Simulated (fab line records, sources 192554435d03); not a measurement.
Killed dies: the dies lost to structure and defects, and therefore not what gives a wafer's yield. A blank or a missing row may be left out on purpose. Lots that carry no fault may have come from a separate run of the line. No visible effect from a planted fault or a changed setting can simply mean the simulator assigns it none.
Which tool did it? || flow n5_finfet || 7 lots, 20 wafers sampled, at 5 steps of a route of 1938

WHAT THE GAUGES READ, wafer by wafer
N5_BEOL_M4_RC_MEAS_101.
{"lot": "L258", "measured": "day 8 21:51", "on": "prober-01", "IOFF_P_LIN (nA/um)": "0.121 0.108 0.097"}
{"lot": "L262", "measured": "day 10 03:35", "on": "prober-01", "IOFF_P_LIN (nA/um)": "0.099 0.086 0.099"}
{"lot": "L264", "measured": "day 10 06:41", "on": "prober-01", "IOFF_P_LIN (nA/um)": "0.075 0.081 0.093"}
{"lot": "L269", "measured": "day 11 18:24", "on": "prober-01", "IOFF_P_LIN (nA/um)": "2.399 2.554 2.092"}
{"lot": "L275", "measured": "day 12 22:44", "on": "prober-01", "IOFF_P_LIN (nA/um)": "0.076 0.079 0.099"}
{"lot": "L277", "measured": "day 13 21:25", "on": "prober-01", "IOFF_P_LIN (nA/um)": "0.114 0.143 0.093"}
{"lot": "L279", "measured": "day 14 06:51", "on": "prober-02", "IOFF_P_LIN (nA/um)": "0.095 0.078"}

WHICH TOOL RAN EACH LOT (tool, then ch and the chambers of the sampled wafers, then the start)
{"lot": "L258", "N5_HKMG_FIN_HK_ANNEAL_02": "rtp_anneal-01 ch 0, day 4 14:22", "N5_HKMG_FIN_ETCH_54": "rie_diel-01 ch 2,3, day 4 15:08", "N5_HKMG_FIN_WET_ETCH_65": "wet_bench-03 ch 0,1,2, day 4 17:07", "N5_HKMG_FIN_PWFM_ALD_03": "ald_metal-01 ch 0,2, day 4 17:32"}
{"lot": "L262", "N5_HKMG_FIN_HK_ANNEAL_02": "rtp_anneal-01 ch 0, day 5 15:02", "N5_HKMG_FIN_ETCH_54": "rie_diel-01 ch 2,3, day 5 16:01", "N5_HKMG_FIN_WET_ETCH_65": "wet_bench-04 ch 1,3,6, day 5 17:59", "N5_HKMG_FIN_PWFM_ALD_03": "ald_metal-01 ch 0,1,3, day 5 18:25"}
{"lot": "L264", "N5_HKMG_FIN_HK_ANNEAL_02": "rtp_anneal-01 ch 0, day 5 23:03", "N5_HKMG_FIN_ETCH_54": "rie_diel-02 ch 0,3, day 6 00:10", "N5_HKMG_FIN_WET_ETCH_65": "wet_bench-04 ch 0,2,5, day 6 02:10", "N5_HKMG_FIN_PWFM_ALD_03": "ald_metal-03 ch 0,2,3, day 6 02:35"}
{"lot": "L269", "N5_HKMG_FIN_HK_ANNEAL_02": "rtp_anneal-01 ch 0, day 7 07:14", "N5_HKMG_FIN_ETCH_54": "rie_diel-02 ch 0,1, day 7 08:40", "N5_HKMG_FIN_WET_ETCH_65": "wet_bench-03 ch 1,3,6, day 7 10:39", "N5_HKMG_FIN_PWFM_ALD_03": "ald_metal-02 ch 0,3, day 7 11:05"}
{"lot": "L275", "N5_HKMG_FIN_HK_ANNEAL_02": "rtp_anneal-02 ch 0, day 8 18:39", "N5_HKMG_FIN_ETCH_54": "rie_diel-01 ch 0,2, day 8 19:32", "N5_HKMG_FIN_WET_ETCH_65": "wet_bench-04 ch 1,2,3, day 8 21:31", "N5_HKMG_FIN_PWFM_ALD_03": "ald_metal-02 ch 1,2,3, day 8 21:56"}
{"lot": "L277", "N5_HKMG_FIN_HK_ANNEAL_02": "rtp_anneal-02 ch 0, day 9 07:40", "N5_HKMG_FIN_ETCH_54": "rie_diel-02 ch 2,3, day 9 08:24", "N5_HKMG_FIN_WET_ETCH_65": "wet_bench-04 ch 4,5,6, day 9 10:26", "N5_HKMG_FIN_PWFM_ALD_03": "ald_metal-03 ch 0,1,3, day 9 10:51"}
{"lot": "L279", "N5_HKMG_FIN_HK_ANNEAL_02": "rtp_anneal-01 ch 0, day 9 21:53", "N5_HKMG_FIN_ETCH_54": "rie_diel-05 ch 2, day 9 22:44", "N5_HKMG_FIN_WET_ETCH_65": "wet_bench-04 ch 1,2, day 10 00:46", "N5_HKMG_FIN_PWFM_ALD_03": "ald_metal-02 ch 0,2, day 10 01:12"}
- N5_HKMG_FIN_HK_ANNEAL_02: time 30 s.
- N5_HKMG_FIN_ETCH_54: etches SiARC in CF4, target depth 45.5 nm, time 75.8 s.
- N5_HKMG_FIN_WET_ETCH_65: etches a-Si in TMAH, stops on TiN, time 49 s, target depth 3 nm.
- N5_HKMG_FIN_PWFM_ALD_03: deposits TiN, target thk 2 nm, pulse time 1 s, purge time 3 s.

THE ANSWER, worked out from the rows above alone
Rule: the lots themselves supply what counts as usual. The widest of any qualifying gaps counts: lots, ordered by their means at a reading, are off when they make up no more than a third of the lots, leave a main group of 4 or more, and stand apart from it by 3 or more times the standard deviation of that group's means. Not used: any main group whose means are identical at the precision the tables above print for the reading. A lot without any number at a reading at which 4 lots or more have one is off too. All remaining lots with rows at the step are treated as sound.
Off: at N5_BEOL_M4_RC_MEAS_101 (IOFF_P_LIN), L269. Main group: mean 0.096 nA/um, sd 0.013.
If a tool, at a process step before that reading, ran all the lots that are off and no sound lot after the first of them, it fits. Those tools and the gauges at N5_BEOL_M4_RC_MEAS_101 are tried in the same way. One candidate fits, namely wet_bench-03 at N5_HKMG_FIN_WET_ETCH_65. A fault onset in the window from L258 (day 4 17:07, its last sound lot) to L269 (day 7 10:39, its first lot off) fits.

WHAT HAD BEEN PUT IN BY THE SIMULATOR
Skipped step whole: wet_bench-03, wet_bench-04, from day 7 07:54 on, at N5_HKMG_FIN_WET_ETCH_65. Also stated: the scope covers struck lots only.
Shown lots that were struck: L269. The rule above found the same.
